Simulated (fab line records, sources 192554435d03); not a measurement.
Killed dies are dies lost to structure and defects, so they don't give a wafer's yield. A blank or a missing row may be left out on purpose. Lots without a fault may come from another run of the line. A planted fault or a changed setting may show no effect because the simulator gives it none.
One fault seen from 2 desks | flow n5_finfet | each desk has only its own numbers; what lay behind them comes last

THE METROLOGY DESK
What the gauges read, lot by lot, whatever tool the lot ran on: means of the sampled wafers that have a number. A lot is out of limits, marked OUT, if its mean lies more than 4 standard deviations from the usual mean; the brackets give that distance.
Columns: A = trench_depth_nm at N5_BEOL_M0_OCD_MEAS_108, usual 32.8 nm; B = M1_ILD_THK at N5_BEOL_M1_THK_MEAS_01, usual 79.4 nm
lot  | first seen here | A    | B
L976 | day 7 10:56     | 33.0 | 78.5
L977 | day 7 12:14     | 31.5 | 79.6
L978 | day 7 12:34     | 31.8 | 79.3
L980 | day 7 12:50     | 33.9 | 81.1
L979 | day 7 13:04     | 31.9 | 77.4
L982 | day 7 13:15     | 33.1 | 80.3
L984 | day 7 18:52     | 33.7 | 79.5
L987 | day 8 18:10     | 33.0 | 57.1 (-19) OUT
L989 | day 9 07:13     | 32.7 | 79.4
L994 | day 10 14:10    | 32.0 | 78.5
L995 | day 10 16:52    | 31.6 | 79.7
L996 | day 10 23:55    | 32.5 | 79.7
L998 | day 11 10:07    | 33.3 | 79.3
This desk's finding: out of limits on L987; first on L987, day 8 22:15 (M1_ILD_THK at N5_BEOL_M1_THK_MEAS_01). In limits: L976, L977, L978, L980, L979, L982, L984, L989, L994, L995, L996, L998.

THE TOOL OWNER'S DESK: pecvd-02
The tool's own readings at N5_BEOL_M1_ILD_DEP_00 (deposits SiOC from DEMS/O2, target thk 79 nm, time 15.3 s): means of the sampled wafers that have a number, for each lot that ran on this tool. A lot is out of limits, marked OUT, if its mean lies more than 4 standard deviations from the usual mean; the brackets give that distance.
Columns: A = chamber_pressure_Torr at N5_BEOL_M1_ILD_DEP_00, usual 5.000 Torr; B = heater_power_w at N5_BEOL_M1_ILD_DEP_00, usual 452 W; C = showerhead_plenum_p_Torr at N5_BEOL_M1_ILD_DEP_00, usual 5.692 Torr; D = throttle_valve_pct at N5_BEOL_M1_ILD_DEP_00, usual 11.9 %
lot  | first seen here | A     | B   | C     | D
L977 | day 7 14:38     | 5.001 | 441 | 5.701 | 11.8
L978 | day 7 14:50     | 5.010 | 429 | 5.692 | 11.9
L980 | day 7 19:53     | 4.998 | 452 | 5.701 | 11.8
L987 | day 8 22:11     | 4.991 | 386 | 5.697 | 11.3
This desk's finding: nothing out of limits on any of the 4 lots.

PUT TOGETHER
The metrology desk could have raised an alarm at day 8 22:15, on L987.
The tool owner's desk saw nothing out of limits.
The tool owner's desk has L987 on record, within its limits.
Of the lots named, all ran N5_BEOL_M1_ILD_DEP_00 on pecvd-02.

WHAT THE SIMULATOR HAD PUT IN
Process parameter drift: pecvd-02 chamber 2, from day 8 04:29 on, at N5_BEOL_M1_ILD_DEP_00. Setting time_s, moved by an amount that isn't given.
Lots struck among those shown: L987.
Hours from the fault's start to each desk's first reading out of limits: the metrology desk, 18.
